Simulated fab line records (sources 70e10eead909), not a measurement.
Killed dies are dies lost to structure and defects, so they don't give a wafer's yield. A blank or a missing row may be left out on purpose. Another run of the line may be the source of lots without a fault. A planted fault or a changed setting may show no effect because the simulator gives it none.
Which of the tools did it? + flow nand-harc + route of 1159 steps, sampled at 1 step: 6 lots, 18 wafers

## WHAT EACH GAUGE READ, for each wafer
NHARC_P_M1_THK_MEAS_24: measures by xrf.
| lot  | measured     | on            | thk-nm (nm)       |
|------|--------------|---------------|-------------------|
| L274 | day 6 08:05  | film-metro-01 | 160.3 158.3 157.0 |
| L281 | day 8 04:05  | film-metro-01 | 157.2 158.1 155.9 |
| L285 | day 9 06:43  | film-metro-02 | 157.0 159.0 159.0 |
| L289 | day 10 02:30 | film-metro-01 | 158.6 159.7 159.8 |
| L294 | day 11 02:19 | film-metro-02 | 157.6 158.8 157.1 |
| L296 | day 11 12:46 | film-metro-02 | 157.7 156.4 158.0 |

## WHICH TOOL RAN EACH LOT (tool, then ch and the chambers of the sampled wafers, then the start)
Record: no process step prior to these readings.

## THE ANSWER, worked out from the rows above alone
Rule: what is usual is taken from the lots themselves. The widest of any qualifying gaps counts: lots, ordered by their means at a reading, are off when they make up no more than a third of the lots, leave a main group of 4 or more, and stand apart from it by 3 or more times the standard deviation of that group's means. Not used: any main group whose means are identical at the precision the tables above print for the reading. Also off: a lot with no number at a reading for which 4 or more lots have one. The other lots that the step has rows for count as sound.
No lot is off on any of the readings shown, so nothing can be concluded from this.

## WHAT THE SIMULATOR PUT IN
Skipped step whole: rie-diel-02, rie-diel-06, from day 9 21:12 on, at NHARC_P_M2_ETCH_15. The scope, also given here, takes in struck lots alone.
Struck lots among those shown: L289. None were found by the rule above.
